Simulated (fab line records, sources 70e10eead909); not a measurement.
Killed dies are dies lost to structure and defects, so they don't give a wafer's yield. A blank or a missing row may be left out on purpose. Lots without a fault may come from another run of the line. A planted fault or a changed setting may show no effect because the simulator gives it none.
fab line records | flow nand_harc
record lots=15 wafers=45 last_day=33
route steps=1302 shown P_ZERO_WELL@46 P_GATE@120
lots that met no fault: from a run of the same line without faults
start_h: hours from the record's first day to the start of the lot's first wafer shown | wait_h: hours since the lot's step before | " the same as in the row above | L1.1+2: a row that stands for several wafers | - no value, or no start given | * or withheld: withheld | < > ~ a bound
route shown NAME@n: a module of which the file shows steps, and the number in the route of the first | usual: mean/standard deviation of fault-free wafers | same: alike in all rows | chamber/n: place in a boat | sites: the reading at each site | _std_site: their standard deviation | _edge_site: outer sites' mean less inner sites' | radius_mm: how far each site lies from the wafer's centre | mask NAME#n: copy n | behind: the tool/chamber that last shaped the wafer | hold: why the lot was held/for how many hours/how that ended | device: the transistor (n, p or np) that didn't switch | end of line: the same wafers' tests at the end of the route | a step without rows: its recipe alone | killed: dies lost to structure and defects at the first sort, not the wafer's yield | map: a wafer's dies, x killed, . not, _ none there
set.NAME: the setting as run; set.NAME@STEP: as run at that earlier step | model.NAME: the simulator's own value behind a step, which no gauge read
steps of the route over a sample of lots; a table a step, a row a wafer
services: from which hour (start_h, from the record's first day; less than 0 if before it) a tool's chamber was out of use, for how many hours, and why
## steps
# step NHARC_P_ZERO_WELL_DESCUM_39
# recipe time_s=3 o2_flow_sccm=200 ar_flow_sccm=0 bias_power_w=0 chemistry=O2
# usual drypump_motor_current_A=5.7/0.4 oes_product_au=1.004/0.01 rf_vpp_V=57.8/0.87 showerhead_plenum_p_Torr=1.94/0.061 throttle_valve_pct=11.311/0.0095
# same time_s=3
# columns lot.wafer tool chamber start_h wait_h drypump_motor_current_A oes_product_au rf_hours_counter_h rf_vpp_V showerhead_plenum_p_Torr throttle_valve_pct
L173.3 rie_diel-05 0 64.49 - 5.6 1.011 0 58.4 1.89 11.330
L173.1 " 1 " " 6.3 1.012 1 58.6 2.08 11.294
L173.5 " 0 " " 5.6 1.006 - 59.0 1.89 11.303
L175.1 rie_diel-12 1 84.24 - 6.3 1.032 48 56.9 1.94 11.308
L175.2 " 2 " " 5.4 1.005 46 57.3 2.00 11.314
L175.6 " 1 " " 6.3 1.034 - 56.6 1.94 11.310
L177.2 rie_diel-12 1 104.31 - 6.2 1.004 1 57.1 1.94 11.329
L177.1 " 3 " " 5.1 0.988 1 59.0 1.98 11.309
L177.4 " 3 " " 5.1 0.987 - 58.4 1.98 11.313
L178.3 rie_diel-06 2 114.29 - 5.4 1.016 52 58.9 1.98 11.306
L178.1 " 3 " " 5.2 1.005 52 57.6 1.92 11.299
L178.4 " 0 " " 6.1 0.997 39 57.6 1.96 11.314
L179.4 rie_diel-12 3 124.50 - 5.1 0.991 6 56.7 1.98 11.305
L179.2 " 0 " " 5.9 1.012 6 58.0 1.95 11.331
L179.6 " 2 " " 5.4 0.997 - 57.4 2.00 11.330
L180.3 rie_diel-12 3 134.31 - 5.1 0.995 8 57.9 1.97 11.318
L180.5 " 2 " " 5.4 1.002 - 58.7 2.00 11.305
L180.6 " 3 " " 5.1 1.000 - 56.9 1.97 11.309
L181.3 rie_diel-06 3 144.49 - 5.1 1.008 2 56.6 1.92 11.297
L181.5 " 1 " " 5.9 0.997 - 57.2 1.90 11.298
L181.6 " 2 " " 5.3 1.000 - 59.6 1.98 11.329
L182.4 rie_diel-05 3 154.28 - 5.5 0.998 33 58.7 1.92 11.324
L182.2 " 1 " " 6.4 1.008 36 58.7 2.06 11.282
L182.5 " 3 " " 5.5 0.996 - 59.8 1.92 11.326
L183.1 rie_diel-12 0 164.40 - 6.0 1.003 21 59.7 1.95 11.319
L183.3 " 3 " " 5.1 0.985 22 57.6 1.97 11.328
L183.5 " 3 " " 5.1 0.988 - 56.0 1.97 11.315
L184.3 rie_diel-12 3 174.69 - 5.1 0.987 28 60.0 1.97 11.316
L184.5 " 2 " " 5.4 0.994 - 58.9 1.99 11.308
L184.6 " 3 " " 5.1 0.997 - 57.7 1.97 11.309
L185.1 rie_diel-12 0 184.17 - 5.9 0.994 30 57.4 1.95 11.305
L185.3 " 3 " " 5.1 0.990 31 58.9 1.97 11.314
L185.4 " 3 " " 5.1 0.985 - 56.7 1.97 11.318
L189.2 rie_diel-05 1 226.74 - 6.3 0.997 61 59.1 2.06 11.292
L189.1 " 2 " " 5.7 1.003 60 56.9 1.76 11.306
L189.6 " 0 " " 5.7 1.017 - 56.6 1.87 11.320
L190.3 rie_diel-12 1 234.70 - 6.3 1.023 33 58.2 1.93 11.303
L190.6 " 1 " " 6.3 1.020 - 56.7 1.93 11.312
L190.5 " 2 " " 5.3 1.001 - 56.7 1.99 11.297
L191.2 rie_diel-12 1 244.02 - 6.2 1.010 36 57.7 1.92 11.308
L191.3 " 2 " " 5.4 0.999 44 57.7 1.99 11.333
L191.5 " 0 " " 6.0 1.001 - 57.0 1.94 11.315
L192.3 rie_diel-12 3 254.03 - 5.1 0.991 56 57.3 1.96 11.317
L192.4 " 1 " " 6.3 1.017 39 57.3 1.92 11.327
L192.6 " 3 " " 5.1 0.992 - 57.0 1.96 11.314
# step NHARC_P_ZERO_WELL_DESCUM_54
# recipe time_s=3 o2_flow_sccm=200 ar_flow_sccm=0 bias_power_w=0 chemistry=O2
# usual drypump_motor_current_A=5.7/0.39 oes_product_au=1.002/0.01 rf_vpp_V=57.9/0.85 showerhead_plenum_p_Torr=1.94/0.046 throttle_valve_pct=11.312/0.009
# same time_s=3
# columns lot.wafer tool chamber start_h wait_h drypump_motor_current_A oes_product_au rf_hours_counter_h rf_vpp_V showerhead_plenum_p_Torr throttle_valve_pct
L173.3 rie_diel-05 3 66.15 - 5.5 1.002 1 59.7 1.93 11.312
L173.1 " 0 " " 5.6 1.015 1 57.5 1.88 11.318
L173.5 " 0 " " 5.6 1.018 - 56.9 1.89 11.330
L175.2 rie_diel-06 2 85.80 - 5.3 1.005 41 59.1 1.98 11.296
L175.1 " 3 " " 5.2 1.005 42 57.4 1.93 11.331
L175.6 " 0 " " 6.1 0.996 - 56.8 1.96 11.313
L177.2 rie_diel-12 1 105.85 - 6.3 1.013 2 58.2 1.93 11.302
L177.1 " 3 " " 5.1 0.983 2 59.0 1.98 11.312
L177.4 " 0 " " 6.0 0.996 - 57.5 1.95 11.320
L178.1 rie_diel-06 3 115.93 - 5.2 1.001 52 57.5 1.92 11.305
L178.3 " 0 " " 6.1 1.009 39 58.4 1.96 11.305
L178.4 " 2 " " 5.3 1.014 52 57.3 1.98 11.306
L179.2 rie_diel-12 0 126.00 - 6.0 1.001 6 56.6 1.95 11.307
L179.4 " 1 " " 6.3 1.014 6 58.3 1.93 11.320
L179.6 " 1 " " 6.3 1.014 - 56.3 1.93 11.315
L180.3 rie_diel-05 1 135.99 - 6.3 1.008 25 58.0 2.07 11.309
L180.5 " 0 " " 5.6 1.009 - 58.3 1.88 11.290
L180.6 " 1 " " 6.3 1.011 - 58.7 2.07 11.326
L181.3 rie_diel-05 2 146.10 - 5.7 0.994 35 58.0 1.77 11.310
L181.5 " 2 " " 5.7 1.010 - 56.6 1.77 11.308
L181.6 " 3 " " 5.5 0.992 - 57.4 1.92 11.325
L182.4 rie_diel-06 1 155.94 - 5.9 1.006 6 56.7 1.90 11.313
L182.2 " 2 " " 5.3 1.001 7 56.7 1.98 11.312
L182.5 " 1 " " 5.9 1.000 - 57.9 1.90 11.310
L183.1 rie_diel-06 2 165.94 - 5.2 0.994 11 58.6 1.98 11.299
L183.3 " 0 " " 6.1 1.012 8 59.0 1.95 11.307
L183.5 " 3 " " 5.2 0.996 - 56.4 1.92 11.318
L184.3 rie_diel-12 3 176.23 - 5.2 0.995 29 59.7 1.97 11.331
L184.5 " 0 " " 5.9 1.000 - 58.5 1.95 11.320
L184.6 " 3 " " 5.1 0.986 - 58.2 1.97 11.307
L185.4 rie_diel-06 3 185.84 - 5.2 0.987 16 58.1 1.92 11.306
L185.1 " 1 " " 5.9 1.008 19 58.7 1.90 11.314
L185.3 " 2 " " 5.3 1.005 18 57.6 1.97 11.319
L189.1 rie_diel-06 2 228.35 - 5.3 0.987 33 58.0 1.97 11.315
L189.2 " 1 " " 5.9 0.996 36 59.4 1.89 11.311
L189.6 " 2 " " 5.3 0.994 - 56.8 1.97 11.306
L190.3 rie_diel-06 0 236.42 - 6.0 1.012 32 59.1 1.94 11.295
L190.6 " 3 " " 5.2 0.992 - 57.9 1.91 11.323
L190.5 " 0 " " 6.1 1.000 - 57.3 1.95 11.314
L191.2 rie_diel-06 0 245.51 - 6.0 0.991 36 57.1 1.94 11.308
L191.3 " 3 " " 5.2 0.998 34 57.4 1.91 11.315
L191.5 " 1 " " 5.8 1.001 - 56.9 1.89 11.309
L192.4 rie_diel-06 3 255.56 - 5.2 1.003 37 57.7 1.91 11.309
L192.3 " 0 " " 6.1 0.988 40 57.9 1.94 11.320
L192.6 " 0 " " 6.1 0.993 - 57.8 1.94 11.293
# step NHARC_P_GATE_PEB_09
# recipe peb_temp_c=118 peb_time_s=85
# usual chill_plate_temp_C=23.03/0.11 exhaust_pa=44.8/0.82
# columns lot.wafer tool chamber start_h wait_h chill_plate_temp_C exhaust_pa
L173.1 litho_track-05 0 119.99 0.1 22.99 45.7
L173.3 " 0 " " 23.14 44.3
L173.5 " 0 " " 23.11 44.6
L175.1 litho_track-02 0 139.79 0.1 23.03 44.7
L175.2 " 0 " " 23.14 45.4
L175.6 " 0 " " 23.18 45.5
L177.1 litho_track-05 0 158.55 0.1 23.00 44.4
L177.2 " 0 " " 22.99 44.1
L177.4 " 0 " " 22.90 44.9
L178.1 litho_track-05 0 171.94 0.1 23.02 45.7
L178.3 " 0 " " 22.92 44.3
L178.4 " 0 " " 22.91 45.3
L179.2 litho_track-05 0 181.72 0.1 23.13 45.5
L179.4 " 0 " " 23.11 43.5
L179.6 " 0 " " 23.08 44.7
L180.3 litho_track-07 0 194.29 0.1 23.01 44.6
L180.5 " 0 " " 23.11 45.1
L180.6 " 0 " " 23.00 44.8
L181.3 litho_track-02 0 205.65 0.1 23.12 45.7
L181.5 " 0 " " 23.15 44.2
L181.6 " 0 " " 23.05 44.6
L182.2 litho_track-05 0 205.81 0.1 23.03 43.4
L182.4 " 0 " " 22.93 45.0
L182.5 " 0 " " 23.03 45.4
L184.3 litho_track-02 - 225.71 0.1 - -
L184.5 " - " " - -
L184.6 " - " " - -
L183.1 litho_track-05 - 225.87 0.1 - -
L183.3 " - " " - -
L183.5 " - " " - -
L185.1 litho_track-02 - 241.99 0.1 - -
L185.3 " - " " - -
L185.4 " - " " - -
L189.1 litho_track-07 0 282.65 0.1 22.79 43.8
L189.2 " 0 " " 22.95 44.6
L189.6 " 0 " " 22.92 45.8
L190.3 litho_track-05 0 288.56 0.1 23.10 43.2
L190.5 " 0 " " 23.07 44.7
L190.6 " 0 " " 22.91 44.5
L191.2 litho_track-02 0 298.52 0.1 22.94 45.9
L191.3 " 0 " " 22.95 45.4
L191.5 " 0 " " 23.07 44.3
L192.3 litho_track-02 0 308.43 0.0 22.93 45.1
L192.4 " 0 " " 23.04 45.2
L192.6 " 0 " " 23.09 44.3
# step NHARC_P_GATE_DESCUM_13
# recipe time_s=3 o2_flow_sccm=200 ar_flow_sccm=0 bias_power_w=0 chemistry=O2
# usual drypump_motor_current_A=5.8/0.45 oes_product_au=1.001/0.015 rf_vpp_V=57.9/0.88 showerhead_plenum_p_Torr=1.92/0.075 throttle_valve_pct=11.311/0.0094
# same time_s=3
# columns lot.wafer tool chamber start_h wait_h drypump_motor_current_A oes_product_au rf_hours_counter_h rf_vpp_V showerhead_plenum_p_Torr throttle_valve_pct
L173.1 rie_diel-08 3 120.25 - 6.5 0.998 9.0 57.2 1.89 11.318
L173.3 " 2 " " 4.9 1.014 9.7 57.9 1.87 11.318
L173.5 " 0 " " 5.4 1.001 - 57.8 1.83 11.313
L175.1 rie_diel-08 1 140.06 - 5.2 1.023 8.9 58.3 2.03 11.307
L175.2 " 2 " " 5.0 1.009 10.0 57.6 1.87 11.315
L175.6 " 3 " " 6.4 0.999 - 57.5 1.89 11.310
L177.1 rie_diel-04 0 158.81 - 5.8 1.000 8.3 57.7 1.96 11.301
L177.2 " 1 " " 6.2 0.984 6.9 58.1 1.93 11.327
L177.4 " 2 " " 6.2 1.031 5.9 57.0 1.86 11.323
L178.3 rie_diel-04 0 172.19 - 5.8 0.996 8.7 57.6 1.96 11.318
L178.4 " 1 " " 6.2 1.000 7.3 58.4 1.93 11.307
L178.1 " 2 " " 6.2 1.033 6.1 58.0 1.85 11.306
L179.2 rie_diel-07 2 181.98 - 6.3 0.976 3.2 58.5 1.93 11.328
L179.4 " 0 " " 5.6 0.993 2.2 56.8 1.98 11.318
L179.6 " 1 " " 6.0 1.015 - 59.3 2.03 11.326
L180.3 rie_diel-07 3 194.53 - 6.1 1.008 3.9 57.5 1.78 11.310
L180.5 " 3 " " 6.1 1.002 - 58.1 1.78 11.300
L180.6 " 1 " " 6.0 1.021 - 57.8 2.03 11.313
L181.3 rie_diel-07 3 205.92 - 6.1 1.002 4.3 56.8 1.78 11.309
L181.6 " 1 " " 6.0 1.020 - 57.9 2.03 11.296
L181.5 " 2 " " 6.2 0.986 - 57.0 1.93 11.322
L182.2 rie_diel-04 2 206.09 - 6.2 1.022 2.5 57.4 1.85 11.324
L182.5 " 3 " " 5.4 1.015 - 58.2 1.91 11.311
L182.4 " 2 " " 6.2 1.023 - 57.7 1.85 11.312
L184.3 rie_diel-07 3 225.97 - 6.1 1.006 4.7 56.7 1.78 11.305
L184.6 " 2 " " 6.3 0.990 - 59.6 1.93 11.317
L184.5 " 3 " " 6.1 0.993 - 57.6 1.78 11.308
L183.1 rie_diel-08 2 226.13 - 4.9 1.007 0.3 57.0 1.87 11.301
L183.3 " 3 " " 6.5 0.997 0.5 58.0 1.89 11.306
L183.5 " 2 " " 4.9 1.018 - 58.4 1.87 11.320
L185.4 rie_diel-07 1 242.23 - 6.0 1.012 5.7 58.8 2.03 11.323
L185.1 " 3 " " 6.1 0.980 5.4 57.0 1.78 11.306
L185.3 " 0 " " 5.6 0.988 4.7 58.6 1.98 11.301
L189.2 rie_diel-04 0 282.90 - 5.8 0.972 9.1 58.6 1.96 11.301
L189.1 " 3 " " 5.4 0.993 9.4 59.5 1.91 11.296
L189.6 " 0 " " 5.8 0.964 - 58.7 1.96 11.293
L190.3 rie_diel-08 0 288.84 - 5.4 1.025 4.6 57.8 1.83 11.299
L190.5 " 1 " " 5.2 0.996 - 58.2 2.03 11.313
L190.6 " 2 " " 5.0 1.006 - 57.0 1.86 11.316
L191.3 rie_diel-08 2 298.77 - 4.9 1.008 5.3 59.0 1.86 11.310
L191.2 " 1 " " 5.2 0.995 3.8 57.5 2.03 11.304
L191.5 " 2 " " 4.9 1.011 - 57.8 1.86 11.302
L192.4 rie_diel-04 0 308.68 - 5.8 0.962 9.9 57.3 1.96 11.314
L192.3 " 1 " " 6.2 0.985 10.2 56.6 1.92 11.308
L192.6 " 0 " " 5.8 0.959 - 57.9 1.96 11.307
## services
# columns tool chamber start_h hours kind
rie_diel-04 0 51.10 4.5 repair
litho_track-02 - 52.00 7.0 pm
rie_diel-05 - 52.64 9.0 pm
rie_diel-08 0 55.72 5.1 repair
rie_diel-04 0 64.02 5.0 repair
rie_diel-08 0 70.73 14.6 repair
rie_diel-06 - 87.42 0.7 repair
rie_diel-12 - 91.50 9.0 pm
rie_diel-08 1 112.78 9.7 repair
rie_diel-07 - 117.20 9.0 pm
rie_diel-05 3 123.73 1.9 repair
litho_track-05 - 124.00 7.0 pm
rie_diel-06 - 131.02 9.0 pm
rie_diel-05 2 134.43 2.4 repair
rie_diel-12 2 143.59 8.9 repair
rie_diel-12 1 158.92 22.4 repair
rie_diel-12 1 184.15 13.8 repair
rie_diel-06 3 216.75 16.1 repair
rie_diel-06 0 219.09 15.8 repair
litho_track-02 - 227.00 7.0 pm
rie_diel-05 - 229.64 9.0 pm
rie_diel-12 - 269.24 9.0 pm
litho_track-05 - 299.01 7.0 pm
rie_diel-06 - 308.02 9.0 pm
## key
first_sign step=NHARC_P_GATE_PEB_09 reading=tool_record direction=missing
effect none on later readings
met_at NHARC_P_GATE_PEB_09
struck_lots L183,L184,L185
later_rows_left_out L183.1,L183.3,L183.5,L184.3,L184.5,L184.6,L185.1,L185.3,L185.4
sort_left_out L183.1,L183.3,L183.5,L184.3,L184.5,L184.6,L185.1,L185.3,L185.4
tester_left_out L183,L184,L185
not_acting_at NHARC_P_ZERO_WELL_DESCUM_39,NHARC_P_ZERO_WELL_DESCUM_54,NHARC_P_GATE_DESCUM_13
onset_between 205.81 225.71
fault kind=skipped_step_whole tool=litho_track-02,litho_track-05 chamber=- onset_h=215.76 steps=NHARC_P_GATE_PEB_09 scope=struck_lots_only
# tester_left_out: of these lots the tester's yield and bins aren't shown, on N5 and GAA mostly nor the transistor test; their killed dies are dies lost to structure and defects alone, not to doping, threshold or leakage, so they don't give the yield
# sort_left_out: the simulated sort isn't trusted on such a fault, so these wafers' sort isn't shown, and their yield isn't known
# later_rows_left_out: the simulator's readings of these wafers behind a module that went badly wrong aren't trusted and aren't shown, but for the sort
